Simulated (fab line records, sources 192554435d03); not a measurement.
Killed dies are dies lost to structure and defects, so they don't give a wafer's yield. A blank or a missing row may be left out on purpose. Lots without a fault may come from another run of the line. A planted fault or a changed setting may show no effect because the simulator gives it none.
Chamber matching | flow n5_finfet | N5_BEOL_M5_STRIP_36 on rie_diel-02: 4 sister chambers
The step strips in N2/H2. 4 wafers are shown with their chamber, then 10 later ones without.

WAFERS WITH THEIR CHAMBER
wafer  | chamber | throttle_valve_pct (%)
L080.6 | 0       | 23.9
L081.3 | 1       | 23.1
L091.2 | 3       | 23.3
L091.5 | 2       | 23.0

WAFERS WITHOUT THEIR CHAMBER
wafer  | throttle_valve_pct (%)
L091.6 | 23.1
L094.1 | 23.3
L094.5 | 23.0
L094.6 | 23.4
L095.3 | 23.0
L095.4 | 23.3
L095.6 | 23.1
L096.1 | 24.0
L096.4 | 23.3
L096.5 | 23.0

WHICH CHAMBER EACH WENT THROUGH
wafer  | from the rows above | in truth
L091.6 | 1                   | 1
L094.1 | 3                   | 3
L094.5 | 2                   | 2
L094.6 | 3                   | 3
L095.3 | 2                   | 2
L095.4 | 3                   | 3
L095.6 | 1                   | 1
L096.1 | 0                   | 0
L096.4 | 3                   | 3
L096.5 | 2                   | 2
Placed correctly: 10 of 10. Can't be placed from these rows: 0. Placed wrongly: 0.
How it was worked out, from the rows above alone: a wafer's distance from a chamber is the root of the sum, over the readings, of the square of ((its reading less the chamber's mean) divided by the reading's scatter). The wafer belongs to the nearest chamber; if the next one is less than 2 further off, it can't be placed. A chamber's mean is the mean of its shown wafers. The scatter: with one shown wafer a chamber, the root of the mean of the squares of how far each hidden wafer lies from its nearest shown one.
